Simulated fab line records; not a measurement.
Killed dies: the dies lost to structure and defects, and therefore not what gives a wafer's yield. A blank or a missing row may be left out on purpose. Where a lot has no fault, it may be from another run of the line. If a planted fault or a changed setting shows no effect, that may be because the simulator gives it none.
fab line records    flow n5Finfet
record: lots: 10  wafers: 30  lastDay: 19
route steps=1938 shown BEOL_M6@1207 PASSIVATION@1936
lots untouched by any fault: they come from a run of this same line in which no faults occurred
startH: hours from the record's first day to the start of the lot's first wafer shown    waitH: how many hours have passed since the lot's step before this one    " as in the row above    L1.1+2: one row covering several wafers at once    - no value, or no start given    * or withheld: withheld    < > ~ a bound
route shown NAME@n: NAME is a module with steps in the file, n the number in the route of the first one    usual: average and standard deviation across the fault-free wafers    same: alike in all rows    chamber/n: place in a boat    sites: readings site by site    _std_site: standard deviation of those values    _edge_site: inner sites' mean taken away from outer sites' mean    radiusMm: for every site, how far away it sits from the centre of the wafer    mask NAME#n: copy n    behind: tool/chamber where the wafer was last shaped    hold: cause of the lot's hold/its duration in hours/its outcome    device: transistor that didn't switch, given as n, p or np    end of line: tests run on the same wafers once the route is complete    where a step has no rows: the recipe by itself    killed: dies that structure and defects cost at the first sort, which is not the same as the wafer's yield    map: shows each die of a wafer: x if killed, . if not, _ if none is there
set.NAME: the setting that was run; set.NAME@STEP: the one run at that earlier step    model.NAME: the simulator's own value behind a step, which no gauge read
one table for each step of the route and one row for each wafer, over a sample of lots
services: from which hour (startH, from the record's first day; less than 0 if before it) a tool's chamber was out of use, for how many hours, and why
== steps ==
step: N5_BEOL_M6_CD_MEAS_11
recipe: targetCdNm: 38.5  landingEnergyEv: 500  detector: seInlens  polarity: opening
usual: cdNm: 38.3/0.52
lot.wafer  tool      chamber  startH  waitH  cdNm
L420.3     cdSem-02  0        217.23  -      38.5
L420.5     "         0        "       "      37.2
L420.6     "         0        "       "      38.3
L421.2     cdSem-02  0        218.78  -      37.7
L421.3     "         0        "       "      38.8
L421.5     "         0        "       "      38.7
L422.1     cdSem-02  0        221.76  -      38.0
L422.2     "         0        "       "      38.7
L422.6     "         0        "       "      38.4
L424.1     cdSem-02  0        235.12  -      37.9
L424.3     "         0        "       "      37.8
L424.4     "         0        "       "      38.2
L425.1     cdSem-01  0        255.80  -      38.4
L425.3     "         0        "       "      38.9
L425.6     "         0        "       "      38.1
L434.3     cdSem-02  0        304.16  -      38.0
L434.5     "         0        "       "      38.3
L434.6     "         0        "       "      37.9
L438.2     cdSem-02  0        309.20  -      37.8
L438.3     "         0        "       "      38.7
L438.6     "         0        "       "      38.5
L436.1     cdSem-03  0        320.14  -      39.3
L436.3     "         0        "       "      38.8
L436.5     "         0        "       "      38.3
L440.1     cdSem-03  0        342.78  -      38.2
L440.2     "         0        "       "      37.6
L440.5     "         0        "       "      38.0
L443.1     cdSem-03  0        361.29  -      38.1
L443.3     "         0        "       "      38.0
L443.6     "         0        "       "      38.5
step: N5_BEOL_M6_ETCH_61
recipe: chemistry: CF4  target: SiARC  targetDepthA: 455  maskMaterial: CAR-ArF  timeS: 75.8  ionEnergyEv: 80  pressureMtorr: 40  sourceW: 545  biasW: 36  Ar_flow_sccm: 100  cf4FlowSccm: 100  ends: cleared
usual: drypumpMotorCurrentA: 5.7/0.4  etchRfOnTimeS: 75.8/1.5  oesProductAu: 0.67/0.073  rfVppV: 184.2/0.96  showerheadPlenumPTorr: 2.15/0.047  throttleValvePct: 15.64/0.17
lot.wafer  tool        chamber  startH  waitH  drypumpMotorCurrentA  etchRfOnTimeS  oesProductAu  rfHoursCounterH  rfVppV  showerheadPlenumPTorr  throttleValvePct
L420.3     rieDiel-02  3        217.59  0.0    6.3                   74.0           0.78          27               185.9   2.26                   15.48
L420.5     "           0        "       "      5.2                   75.8           0.59          -                185.7   2.20                   16.00
L420.6     "           3        "       "      6.3                   74.2           0.78          -                185.3   2.26                   15.48
L421.2     rieDiel-02  3        218.90  0.0    6.4                   73.8           0.77          28               185.2   2.26                   15.48
L421.3     "           0        "       "      5.2                   75.2           0.59          239              184.0   2.20                   16.01
L421.5     "           3        "       "      6.3                   74.1           0.78          -                185.7   2.26                   15.49
L422.1     rieDiel-05  0        221.88  0.0    6.2                   77.2           0.60          183              184.2   2.12                   15.80
L422.2     "           2        "       "      5.5                   78.8           0.57          230              182.9   2.12                   15.74
L422.6     "           2        "       "      5.5                   78.9           0.57          -                182.8   2.12                   15.74
L424.1     rieDiel-02  2        235.26  0.0    5.8                   75.0           0.70          62               183.5   2.17                   15.55
L424.3     "           3        "       "      6.3                   73.9           0.76          35               184.7   2.26                   15.49
L424.4     "           2        "       "      5.8                   74.8           0.71          -                184.9   2.17                   15.55
L425.1     rieDiel-02  1        255.92  0.0    5.0                   78.8           0.57          252              184.4   2.10                   15.74
L425.3     "           2        "       "      5.8                   75.6           0.70          70               185.2   2.17                   15.57
L425.6     "           3        "       "      6.3                   75.0           0.75          -                185.3   2.26                   15.51
L434.3     rieDiel-06  1        304.57  0.0    5.7                   75.8           0.68          78               184.6   2.18                   15.47
L434.5     "           0        "       "      5.8                   76.2           0.70          -                184.0   2.16                   15.57
L434.6     "           3        "       "      5.8                   76.3           0.60          -                182.8   2.11                   15.73
L438.2     rieDiel-06  3        309.76  0.0    5.8                   76.9           0.60          220              183.4   2.11                   15.75
L438.3     "           2        "       "      6.3                   78.2           0.57          246              183.0   2.11                   15.87
L438.6     "           2        "       "      6.3                   78.3           0.58          -                183.4   2.11                   15.89
L436.1     rieDiel-05  0        320.32  0.0    6.2                   77.6           0.57          222              183.2   2.11                   15.88
L436.3     "           1        "       "      5.4                   75.6           0.60          223              184.2   2.11                   15.91
L436.5     "           2        "       "      5.5                   76.6           0.80          -                183.1   2.11                   15.28
L440.1     rieDiel-06  0        343.22  0.0    5.8                   74.5           0.71          92               185.5   2.16                   15.61
L440.2     "           3        "       "      5.8                   75.2           0.60          234              184.3   2.10                   15.79
L440.5     "           3        "       "      5.8                   75.3           0.59          -                183.1   2.10                   15.78
L443.1     rieDiel-06  1        361.46  0.0    5.7                   76.0           0.67          103              183.1   2.17                   15.54
L443.3     "           3        "       "      5.8                   76.1           0.59          243              183.6   2.10                   15.78
L443.6     "           3        "       "      5.8                   75.8           0.59          -                184.8   2.10                   15.81
step: N5_BEOL_M6_STRIP_19
recipe: chemistry: O2  powerW: 400  tempC: 40  pressureMtorr: 30  rfFrequencyHz: 6e+07  biasPowerW: 0  overashFraction: 0.2  o2FlowSccm: 225
usual: drypumpMotorCurrentA: 5.7/0.46  oesProductAu: 0.79/0.087  rfVppV: 3.6/0.63  showerheadPlenumPTorr: 2.12/0.049  tempC: 39.99/0.1  throttleValvePct: 16.68/0.21
lot.wafer  tool        chamber  startH  waitH  drypumpMotorCurrentA  oesProductAu  rfHoursCounterH  rfVppV  showerheadPlenumPTorr  tempC  throttleValvePct
L420.3     rieDiel-02  0        217.95  0.1    5.2                   0.69          239              4.7     2.16                   39.77  17.07
L420.5     "           3        "       "      6.4                   0.91          -                3.0     2.22                   39.89  16.55
L420.6     "           1        "       "      5.0                   0.69          -                4.0     2.07                   40.00  16.81
L421.2     rieDiel-02  0        219.26  0.1    5.2                   0.68          240              3.6     2.16                   40.07  17.06
L421.3     "           3        "       "      6.4                   0.91          28               4.4     2.22                   39.97  16.53
L421.5     "           0        "       "      5.2                   0.69          -                2.9     2.16                   39.93  17.07
L422.1     rieDiel-06  3        222.23  0.1    5.8                   0.71          189              3.6     2.10                   39.94  16.87
L422.2     "           2        "       "      6.3                   0.71          216              2.9     2.06                   40.00  16.77
L422.6     "           0        "       "      5.8                   0.87          -                4.2     2.12                   40.09  16.57
L424.1     rieDiel-05  3        235.64  0.1    5.3                   0.86          47               3.6     2.12                   39.87  16.43
L424.3     "           0        "       "      6.3                   0.71          188              3.9     2.10                   39.97  17.03
L424.4     "           1        "       "      5.4                   0.72          190              3.4     2.07                   39.79  16.90
L425.1     rieDiel-06  3        256.38  0.2    5.8                   0.70          200              3.6     2.09                   39.98  16.88
L425.3     "           0        "       "      5.8                   0.86          58               2.6     2.12                   39.97  16.59
L425.6     "           2        "       "      6.3                   0.70          -                3.7     2.06                   40.06  16.78
L434.3     rieDiel-02  3        305.21  0.3    6.4                   0.86          67               4.1     2.21                   40.07  16.63
L434.5     "           2        "       "      5.8                   0.81          -                3.2     2.12                   39.75  16.69
L434.6     "           3        "       "      6.4                   0.85          -                4.4     2.21                   39.85  16.60
L438.2     rieDiel-05  3        310.13  0.1    5.3                   0.82          76               3.6     2.11                   39.99  16.50
L438.3     "           0        "       "      6.2                   0.69          218              3.8     2.09                   40.06  17.09
L438.6     "           2        "       "      5.5                   0.95          -                4.6     2.07                   40.06  16.36
L436.1     rieDiel-02  3        320.67  0.1    6.4                   0.84          73               3.3     2.21                   40.03  16.63
L436.3     "           1        "       "      5.0                   0.95          7                3.6     2.06                   39.81  16.39
L436.5     "           2        "       "      5.8                   0.79          -                2.5     2.12                   40.07  16.70
L440.1     rieDiel-06  0        343.58  0.1    5.8                   0.83          92               3.2     2.11                   40.01  16.64
L440.2     "           1        "       "      5.7                   0.79          94               3.8     2.09                   39.94  16.40
L440.5     "           3        "       "      5.8                   0.68          -                3.3     2.08                   39.95  16.95
L443.1     rieDiel-06  1        361.81  0.1    5.8                   0.77          103              2.8     2.09                   39.97  16.41
L443.3     "           3        "       "      5.8                   0.67          243              3.0     2.08                   39.92  16.97
L443.6     "           1        "       "      5.7                   0.77          -                3.9     2.09                   39.85  16.42
step: N5_BEOL_M6_INSPECT_30
recipe: mode: adi  inspectInstrument: brightfield
usual: rawDefectCount: 431/98
lot.wafer  tool              chamber  startH  waitH  rawDefectCount
L420.3     defectInspect-02  -        220.42  0.0    440
L420.5     "                 -        "       "      444
L420.6     "                 -        "       "      458
L421.2     defectInspect-02  -        220.59  0.0    298
L421.3     "                 -        "       "      297
L421.5     "                 -        "       "      286
L422.1     defectInspect-01  -        223.82  0.1    420
L422.2     "                 -        "       "      341
L422.6     "                 -        "       "      311
L424.1     defectInspect-01  -        237.48  0.1    566
L424.3     "                 -        "       "      562
L424.4     "                 -        "       "      438
L425.1     defectInspect-02  -        257.12  0.1    537
L425.3     "                 -        "       "      357
L425.6     "                 -        "       "      478
L434.3     defectInspect-01  -        310.18  0.0    271
L434.5     "                 -        "       "      1496
L434.6     "                 -        "       "      341
L438.2     defectInspect-01  -        310.78  0.0    407
L438.3     "                 -        "       "      501
L438.6     "                 -        "       "      452
L436.1     defectInspect-01  -        323.61  0.1    367
L436.3     "                 -        "       "      482
L436.5     "                 -        "       "      1588
L440.1     defectInspect-01  -        344.90  0.1    720
L440.2     "                 -        "       "      589
L440.5     "                 -        "       "      470
L443.1     defectInspect-02  -        364.97  0.1    587
L443.3     "                 -        "       "      504
L443.6     "                 -        "       "      636
step: N5_BEOL_M6_STRIP_80
recipe: chemistry: N2/H2  timeS: 10  powerW: 450  tempC: 40  pressureMtorr: 20  rfFrequencyHz: 6e+07  biasPowerW: 7  n2FlowSccm: 200  h2FlowSccm: 200
usual: drypumpMotorCurrentA: 5.8/0.4  oesProductAu: 0.80/0.088  rfVppV: 59.2/0.78  showerheadPlenumPTorr: 2.55/0.055  tempC: 40.00/0.12  throttleValvePct: 23.57/0.26
lot.wafer  tool        chamber  startH  waitH  drypumpMotorCurrentA  oesProductAu  rfHoursCounterH  rfVppV  showerheadPlenumPTorr  tempC  throttleValvePct
L420.3     rieDiel-06  3        -       -      5.8                   0.72          189              58.5    2.50                   39.90  23.47
L420.5     "           3        "       "      5.8                   0.71          -                58.1    2.50                   39.91  23.46
L420.6     "           2        "       "      6.3                   0.71          -                59.6    2.50                   39.91  23.55
L421.2     rieDiel-06  3        -       -      5.8                   0.72          189              59.8    2.50                   40.13  23.47
L421.3     "           0        "       "      5.8                   0.87          47               59.0    2.57                   40.05  23.88
L421.5     "           1        "       "      5.8                   0.83          -                58.5    2.61                   39.88  23.56
L422.1     rieDiel-06  0        -       -      5.8                   0.87          47               60.0    2.57                   39.84  23.89
L422.2     "           3        "       "      5.8                   0.71          189              60.3    2.50                   39.54  23.45
L422.6     "           1        "       "      5.8                   0.83          -                59.1    2.61                   40.07  23.55
L424.1     rieDiel-02  2        -       -      5.8                   0.84          64               59.3    2.57                   40.15  23.63
L424.3     "           3        "       "      6.4                   0.90          37               59.2    2.67                   39.95  23.00
L424.4     "           0        "       "      5.2                   0.68          245              59.1    2.59                   39.98  23.98
L425.1     rieDiel-06  3        -       -      5.8                   0.72          201              59.3    2.50                   40.16  23.49
L425.3     "           2        "       "      6.3                   0.70          227              58.3    2.50                   40.00  23.55
L425.6     "           1        "       "      5.7                   0.83          -                59.3    2.60                   40.07  23.59
L434.3     rieDiel-02  3        -       -      6.4                   0.85          70               59.7    2.66                   40.09  23.03
L434.5     "           0        "       "      5.2                   0.89          -                60.4    2.58                   40.07  23.56
L434.6     "           3        "       "      6.3                   0.85          -                59.9    2.66                   39.99  23.03
L438.2     rieDiel-06  3        -       -      5.8                   0.69          221              58.7    2.49                   40.02  23.53
L438.3     "           2        "       "      6.3                   0.69          247              59.4    2.49                   39.98  23.59
L438.6     "           2        "       "      6.3                   0.69          -                58.0    2.49                   40.09  23.58
L436.1     rieDiel-02  1        -       -      4.9                   0.94          8                59.4    2.48                   40.13  23.33
L436.3     "           2        "       "      5.8                   0.79          99               59.1    2.55                   40.14  23.69
L436.5     "           3        "       "      6.4                   0.83          -                58.9    2.65                   40.13  23.04
L440.1     rieDiel-06  0        -       -      5.8                   0.82          93               58.3    2.55                   39.97  23.94
L440.2     "           1        "       "      5.8                   0.77          95               58.3    2.59                   39.96  23.61
L440.5     "           0        "       "      5.8                   0.82          -                59.2    2.55                   39.92  23.94
L443.1     rieDiel-06  3        -       -      5.8                   0.67          244              58.6    2.48                   39.93  23.52
L443.3     "           1        "       "      5.8                   0.77          105              58.5    2.58                   39.91  23.63
L443.6     "           1        "       "      5.7                   0.77          -                59.1    2.58                   40.01  23.63
step: N5_PASSIVATION_PROBE_49
usual: defectLimitedYield: 91.6/1.4  killed_at_M0_to_M3: 33/10  killed_at_M4_up: 13/5.3  killedAtContacts: 13/5.9  killedAtFrontEnd: 36/12  killedAtOther: 4/3.1  killedDies: 99/16  killedOnRim: 13/4.2  killedOpen: 65/13  killedShort: 32/7.3  sort_bin_5_function: 4.9/0.9  sort_bin_6_memory: 3.1/0.66  sort_bin_8_speed: 0.0/0.42  sortNPass: 1081/17  sortYieldPct: 91.6/1.4
same: grossDies: 1180  killedAtBackSide: 0  sort_bin_4_leakage[%]: 0
lot.wafer  tool       chamber  startH  waitH  defectLimitedYield[%]  killed_at_M0_to_M3  killed_at_M4_up  killedAtContacts  killedAtFrontEnd  killedAtOther  killedDies  killedOnRim  killedOpen  killedShort  sort_bin_5_function[%]  sort_bin_6_memory[%]  sort_bin_8_speed[%]  sortNPass  sortYieldPct[%]
L434.3     prober-01  -        398.02  0.1    92.6                   13                  9                18                45                2              87          14           49          37           4.6                     2.5                   0                    1093       92.6
L434.5     prober-01  -        398.12  0.2    88.0                   20                  69               17                33                3              142         31           62          23           6.7                     3.6                   0                    1038       88.0
L434.6     prober-01  -        398.17  0.3    91.6                   22                  12               21                40                4              99          13           52          45           4.5                     3.4                   0                    1081       91.6
L436.1     prober-02  -        414.47  0.0    89.7                   29                  14               6                 68                4              121         14           83          38           6.2                     4.0                   0                    1059       89.7
L436.3     prober-02  -        414.57  0.1    90.7                   40                  27               10                32                1              110         15           77          32           5.4                     3.6                   0                    1070       90.7
L436.5     prober-02  -        414.67  0.2    87.6                   33                  66               16                29                2              146         30           64          19           6.6                     4.0                   0                    1034       87.6
killed by level:class
L434.3 FIN_SAQP:geometricParticle:short=19 MOL_CONTACT_COAG:geometricParticle:open=16 FIN_SAQP:geometricParticle:open=5 DUMMY_GATE:geometricParticle:open=4 GATE_CUT:geometricParticle:short=4 BEOL_M2:geometricParticle:open=4 STI_FIN_REVEAL:geometricParticle:open=3 STARTING-WAFER:geometricParticle:open=3
L434.5 BEOL_M6:unspecified=56 MOL_CONTACT_COAG:geometricParticle:open=15 STI_FIN_REVEAL:geometricParticle:open=7 DUMMY_GATE:geometricParticle:open=7 BEOL_M0:geometricParticle:open=5 GATE_CUT:geometricParticle:short=4 BEOL_M3:geometricParticle:open=4 BEOL_M4:geometricParticle:open=4
L434.6 FIN_SAQP:geometricParticle:short=19 MOL_CONTACT_COAG:geometricParticle:open=15 BEOL_M0_SAQP:geometricParticle:short=10 FIN_SAQP:geometricParticle:open=9 MOL_CONTACT_COAG:geometricParticle:short=6 BEOL_M5:geometricParticle:open=6 BEOL_M0_SAQP:geometricParticle:open=5 PASS1_CAP:geometricParticle:short=4
L436.1 STI_FIN_REVEAL:geometricParticle:open=27 FIN_SAQP:geometricParticle:short=9 ILD0:geometricParticle:open=6 BEOL_M3:geometricParticle:open=6 ILD0:geometricParticle:short=5 MOL_CONTACT_COAG:geometricParticle:open=5 BEOL_M4:geometricParticle:open=5 BEOL_M0_SAQP:geometricParticle:short=4
L436.3 BEOL_M2:geometricParticle:open=11 MOL_CONTACT_COAG:geometricParticle:open=8 BEOL_M4:geometricParticle:open=8 BEOL_M0_SAQP:geometricParticle:open=7 STI_FIN_REVEAL:geometricParticle:open=6 BEOL_M1:geometricParticle:open=6 BEOL_M3:geometricParticle:open=5 DUMMY_GATE:geometricParticle:open=4
L436.5 BEOL_M6:unspecified=62 STI_FIN_REVEAL:geometricParticle:open=12 MOL_CONTACT_COAG:geometricParticle:open=12 BEOL_M3:geometricParticle:open=9 BEOL_M2:geometricParticle:open=7 BEOL_M0_SAQP:geometricParticle:open=6 MOL_CONTACT_COAG:geometricParticle:short=4 BEOL_M1:geometricParticle:open=4
== services ==
tool        chamber  startH  hours  kind
rieDiel-02  2        212.97  7.8    repair
rieDiel-02  0        233.99  1.9    repair
rieDiel-02  0        250.82  -      clean
rieDiel-02  0        250.82  -      consumableReplace:focusRing
rieDiel-02  0        250.82  18.0   scheduledDown
rieDiel-02  0        250.82  18.0   ventCycle
rieDiel-02  1        269.00  -      clean
rieDiel-02  1        269.00  -      consumableReplace:focusRing
rieDiel-02  1        269.00  33.2   scheduledDown
rieDiel-02  1        269.00  33.2   ventCycle
rieDiel-02  2        274.60  2.7    repair
rieDiel-05  2        276.14  -      clean
rieDiel-05  2        276.14  -      consumableReplace:focusRing
rieDiel-05  2        276.14  16.3   scheduledDown
rieDiel-05  2        276.14  16.3   ventCycle
rieDiel-06  2        318.16  10.9   repair
rieDiel-02  0        359.18  8.3    repair
== key ==
firstSign: step: N5_BEOL_M6_INSPECT_30  reading: rawDefectCount  direction: up  sigmas: 11  usual: 431  struck: 1542
effect: step: N5_PASSIVATION_PROBE_49  reading: killed_at_M4_up  direction: up  sigmas: 10  usual: 13  struck: 68
moreKillsBornAt: N5_BEOL_M6_STRIP_19@rieDiel-02: 118
metAt N5_BEOL_M6_STRIP_19
struckLots L434,L436
struckWafers L434.5,L436.5
notActingAt N5_BEOL_M6_CD_MEAS_11,N5_BEOL_M6_ETCH_61,N5_BEOL_M6_STRIP_80
fault: kind: chamberParticleSource  tool: rieDiel-02  chamber: 2  onsetH: 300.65  steps: N5_BEOL_M6_STRIP_19  ratePerVisitCm2: 1.7858  endH: 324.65
